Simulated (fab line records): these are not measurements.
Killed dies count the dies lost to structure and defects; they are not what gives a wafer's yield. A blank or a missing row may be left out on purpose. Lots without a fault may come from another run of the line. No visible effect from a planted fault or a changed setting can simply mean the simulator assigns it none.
Split-lot trial -- flow n5-finfet -- 39 wafers read from 7 lots, route of 1938 steps

ON THE SPLIT
At N5_PASSIVATION_PECVD_35 (deposits SiNx from SiH4/NH3/N2, target thk 700 nm, time 151.3 s), the setting time-s was moved away from the recipe's 151.3 s on 12 of the 39 wafers read, by -58.8% to +33.4%. All remaining wafers had this setting at the recipe value.

The reading is taken at the split's own step.

THE READING
SiNx_of_PASSIVATION_PECVD_35.thk-nm (the simulator's own value, which no gauge read), in nm, at N5_PASSIVATION_PECVD_35 (deposits SiNx from SiH4/NH3/N2, target thk 700 nm, time 151.3 s). There is no usual value for it anywhere in the file. Average 697.9 nm, standard deviation 7.6 nm, over the 27 wafers here run with the recipe.

wafer,"tool, chamber at the split","time-s as run, s",against the recipe,"SiNx_of_PASSIVATION_PECVD_35.thk-nm, nm",against lot-mates on the recipe
L076.1,"pecvd-03, 2",151.3,recipe,691.8,-
L076.3,"pecvd-03, 2",151.3,recipe,694.2,-
L076.6,"pecvd-03, 2",151.3,recipe,699,-
L081.1,"pecvd-02, 0",69.14,-54.3%,328.4,-367.5
L081.2,"pecvd-02, 2",151.3,recipe,690.8,-
L081.3,"pecvd-02, 1",151.3,recipe,688.4,-
L081.4,"pecvd-02, 0",151.3,recipe,708.6,-
L081.5,"pecvd-02, 1",69.14,-54.3%,312,-383.9
L081.6,"pecvd-02, 2",69.14,-54.3%,317.8,-378.1
L085.1,"pecvd-02, 2",151.3,recipe,692.6,-
L085.2,"pecvd-02, 0",151.3,recipe,701.8,-
L085.3,"pecvd-02, 1",151.3,recipe,692.8,-
L085.4,"pecvd-02, 0",151.3,recipe,704,-
L085.5,"pecvd-02, 2",151.3,recipe,700.6,-
L085.6,"pecvd-02, 1",151.3,recipe,696.8,-
L086.1,"pecvd-03, 2",151.3,recipe,684.4,-
L086.2,"pecvd-03, 0",151.3,recipe,693.8,-
L086.3,"pecvd-03, 1",151.3,recipe,691.2,-
L086.4,"pecvd-03, 0,1",151.3,recipe,695.4,-
L086.5,"pecvd-03, 0,1",151.3,recipe,695.4,-
L086.6,"pecvd-03, 2",151.3,recipe,703,-
L089.1,"pecvd-03, 0",106.4,-29.7%,480.4,-218.1
L089.2,"pecvd-03, 2",106.4,-29.7%,474.8,-223.7
L089.3,"pecvd-03, 1",106.4,-29.7%,481.8,-216.7
L089.4,"pecvd-03, 1",151.3,recipe,697.2,-
L089.5,"pecvd-03, 0",151.3,recipe,696.6,-
L089.6,"pecvd-03, 2",151.3,recipe,701.8,-
L088.1,"pecvd-02, 1",201.8,+33.4%,923.4,+228.4
L088.2,"pecvd-02, 2",151.3,recipe,689.8,-
L088.3,"pecvd-02, 0",151.3,recipe,691.8,-
L088.4,"pecvd-02, 2",151.3,recipe,703.4,-
L088.5,"pecvd-02, 1",201.8,+33.4%,938.6,+243.6
L088.6,"pecvd-02, 0",201.8,+33.4%,938.4,+243.4
L096.1,"pecvd-04, 0",151.3,recipe,712,-
L096.2,"pecvd-04, 1",62.35,-58.8%,287.8,-425.1
L096.3,"pecvd-04, 2",62.35,-58.8%,302.4,-410.5
L096.4,"pecvd-04, 0",62.35,-58.8%,300,-412.9
L096.5,"pecvd-04, 1",151.3,recipe,715,-
L096.6,"pecvd-04, 2",151.3,recipe,711.8,-
The file does not say which wafer passed through which chamber wherever a row lists several chambers: such a row stands for several wafers.

THE FIT
A straight line over all 39 wafers: SiNx_of_PASSIVATION_PECVD_35.thk-nm changes by +6.96 nm for each +1% of time-s; r = +1.00; the points scatter about the line by 8.5 nm.
The same after taking each lot's own level away (the mean of its wafers on the recipe; 39 wafers): +7.07 nm for each +1%; r = +1.00; scatter 6.6 nm.
On that fit, the largest move of time-s shifts the reading by 4.2e+02 nm.
Across the lots, their own levels run from 693.87 to 712.93 nm, a range of 2.5 times the standard deviation given above.
Hence the lot-to-lot level has little effect on the slope; both slopes agree.
Check: for one of the wafers moved furthest among these (-58.8%), held out of the fit, the line's prediction against its lot-mates is -414 nm. It came out at -425 nm against them.

OTHER SPLITS ON THESE WAFERS
Other splits were also applied to these wafers ahead of the reading. Each is held against what the fit with the lots' levels taken away leaves over:
other split on the same wafers,wafers away from the commonest value,r with SiNx_of_PASSIVATION_PECVD_35.thk-nm (lot level and that fit taken away)
N5_BEOL_M8_CURE_75 time-s,18,-0.11
N5_BEOL_M9_VIA_ETCH_34 target-depth-a,12,-0.02
N5_BEOL_M15_ILD_DEP_00 time-s,18,+0.07

THE FILE'S OWN FIT
SiNx_of_PASSIVATION_PECVD_35.thk-nm changes by +7.07 nm for each +1% of time-s, r = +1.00.
